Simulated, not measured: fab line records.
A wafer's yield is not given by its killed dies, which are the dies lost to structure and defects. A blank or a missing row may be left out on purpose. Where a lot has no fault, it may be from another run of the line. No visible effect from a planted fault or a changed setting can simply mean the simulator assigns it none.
Which tool was responsible? -- flow nandHarc -- 6 lots with 18 wafers sampled at 3 steps, on a route of 1302 steps

== WHAT THE GAUGES READ, wafer by wafer ==
NHARC_A_CONTACT_CD_MEAS_69: target cd 300 nm.
lot,measured,on,cdNm (nm)
L794,day 23 15:40,cdSem-01,301.4 300.6 300.7
L801,day 25 23:38,cdSem-02,299.7 298.9 299.1
L808,day 28 16:05,cdSem-01,300.7 300.2 300.8
L811,day 29 17:20,cdSem-01,300.1 300.8 299.9
L810,day 30 17:31,cdSem-01,300.0 300.0 299.8
L812,day 31 03:27,cdSem-02,300.1 300.5 300.3

== TOOL THAT RAN EACH LOT (tool first, then ch and the chambers of the sampled wafers, then the start) ==
lot,NHARC_A_CONTACT_ETCH_123,NHARC_A_CONTACT_DEP_57
L794,"harCapEtch-01 ch 0,1, day 23 07:13","aclDep-01 ch 0, day 23 12:06"
L801,"harCapEtch-01 ch 0,1, day 25 16:09","aclDep-03 ch 0, day 25 20:11"
L808,"harCapEtch-02 ch 0,1, day 28 08:39","aclDep-01 ch 0, day 28 12:07"
L811,"harCapEtch-01 ch 0, day 29 11:17","aclDep-02 ch 0, day 29 13:30"
L810,"harCapEtch-02 ch 0,1, day 30 11:29","aclDep-01 ch 0, day 30 14:35"
L812,"harCapEtch-01 ch 0,1, day 30 17:25","aclDep-02 ch 0, day 30 23:59"
- NHARC_A_CONTACT_ETCH_123: etches the open film in C4F8/O2/Ar, time 490 s, target depth 2110 nm.
- NHARC_A_CONTACT_DEP_57: deposits aC, target thk 5300 nm.

== THE ANSWER, worked out from the rows above alone ==
Rule: usual is defined by the lots themselves. The widest of any qualifying gaps counts: lots, ordered by their means at a reading, are off when they make up no more than a third of the lots, leave a main group of 4 or more, and stand apart from it by 3 or more times the standard deviation of that group's means. Not used: any main group whose means are identical at the precision the tables above print for the reading. Also off: a lot with no number at a reading for which 4 or more lots have one. The other lots that the step has rows for count as sound.
Across all readings shown, no lot is off: no conclusion can be drawn from this.

== WHAT THE SIMULATOR HAD INSERTED ==
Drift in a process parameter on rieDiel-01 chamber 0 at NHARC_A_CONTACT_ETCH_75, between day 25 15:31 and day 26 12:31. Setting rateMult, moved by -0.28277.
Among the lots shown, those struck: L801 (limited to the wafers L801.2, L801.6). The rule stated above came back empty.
